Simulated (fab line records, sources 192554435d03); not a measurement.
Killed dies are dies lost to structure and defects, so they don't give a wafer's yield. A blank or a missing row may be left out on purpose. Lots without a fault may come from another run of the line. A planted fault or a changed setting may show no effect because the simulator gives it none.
Chamber matching | flow n5_finfet | N5_BEOL_M11_ALD_74 on ald_metal-02: 4 sister chambers
The step deposits TaN, target thk 2 nm, pulse time 2 s, purge time 3 s. 24 wafers are shown with their chamber, then 12 later ones without.

WAFERS WITH THEIR CHAMBER
wafer  | chamber | heater_power_w (W) | chamber_pressure_Torr (Torr) | precursor_vessel_temp_c (C)
L075.1 | 0       | 498                | 3.004                        | 75.05
L075.3 | 1       | 546                | 2.998                        | 75.11
L075.5 | 0       | 503                | 3.008                        | 75.03
L076.1 | 2       | 406                | 3.011                        | 74.99
L076.2 | 0       | 499                | 3.011                        | 74.96
L076.6 | 1       | 541                | 3.000                        | 74.81
L078.1 | 3       | 380                | 3.011                        | 75.06
L078.2 | 1       | 548                | 2.992                        | 74.91
L078.6 | 2       | 415                | 3.004                        | 74.81
L081.2 | 0       | 496                | 2.986                        | 74.84
L081.3 | 3       | 386                | 2.994                        | 74.90
L081.5 | 3       | 378                | 2.994                        | 74.92
L085.1 | 1       | 531                | 3.001                        | 74.96
L085.2 | 0       | 503                | 2.989                        | 74.81
L085.6 | 1       | 543                | 2.995                        | 75.08
L086.4 | 0       | 509                | 3.005                        | 75.00
L086.5 | 3       | 386                | 3.009                        | 75.03
L086.6 | 2       | 398                | 3.014                        | 75.18
L089.3 | 1       | 539                | 3.001                        | 75.24
L089.4 | 3       | 382                | 2.999                        | 75.21
L089.6 | 1       | 549                | 3.002                        | 75.22
L087.1 | 2       | 416                | 3.021                        | 74.97
L087.3 | 1       | 551                | 2.990                        | 74.89
L087.5 | 0       | 495                | 3.009                        | 75.08

SIGNATURES (means of the wafers above)
reading                 | chamber 0 | chamber 1 | chamber 2 | chamber 3 | scatter within a chamber
heater_power_w          | 500.43    | 543.50    | 408.75    | 382.40    | 5.94
chamber_pressure_Torr   | 3.00171   | 2.99737   | 3.01250   | 3.00140   | 0.00762
precursor_vessel_temp_c | 74.9671   | 75.0275   | 74.9875   | 75.0240   | 0.137
Rule: a wafer's distance from a chamber is the root of the sum, over the readings, of the square of ((its reading less the chamber's mean) divided by the reading's scatter). The wafer belongs to the nearest chamber; if the next one is less than 2 further off, it can't be placed. The scatter: the root of (the sum of the squares of (reading less its chamber's mean) over the shown wafers, divided by (wafers less chambers)).

WAFERS WITHOUT THEIR CHAMBER
wafer  | heater_power_w (W) | chamber_pressure_Torr (Torr) | precursor_vessel_temp_c (C)
L092.1 | 540                | 3.006                        | 74.87
L092.4 | 386                | 2.992                        | 75.11
L092.5 | 569                | 3.004                        | 75.05
L090.1 | 553                | 2.989                        | 74.81
L090.4 | 511                | 2.995                        | 75.11
L090.6 | 495                | 2.999                        | 75.02
L094.2 | 389                | 2.997                        | 75.01
L094.5 | 545                | 2.997                        | 75.08
L094.6 | 404                | 2.996                        | 74.92
L096.4 | 545                | 3.005                        | 74.89
L096.5 | 529                | 2.999                        | 74.95
L096.6 | 497                | 3.000                        | 75.24

WHICH CHAMBER EACH WENT THROUGH
wafer  | from the rows above     | in truth
L092.1 | 1                       | 1
L092.4 | 3                       | 3
L092.5 | 1                       | 1
L090.1 | 1                       | 1
L090.4 | 0                       | 0
L090.6 | 0                       | 0
L094.2 | 3                       | 3
L094.5 | 1                       | 1
L094.6 | can't be placed: 2 or 3 | 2
L096.4 | 1                       | 1
L096.5 | 1                       | 1
L096.6 | 0                       | 0
Placed correctly: 11 of 12. Can't be placed from these rows: 1 (the true chamber is among the candidates in 1). Placed wrongly: 0.
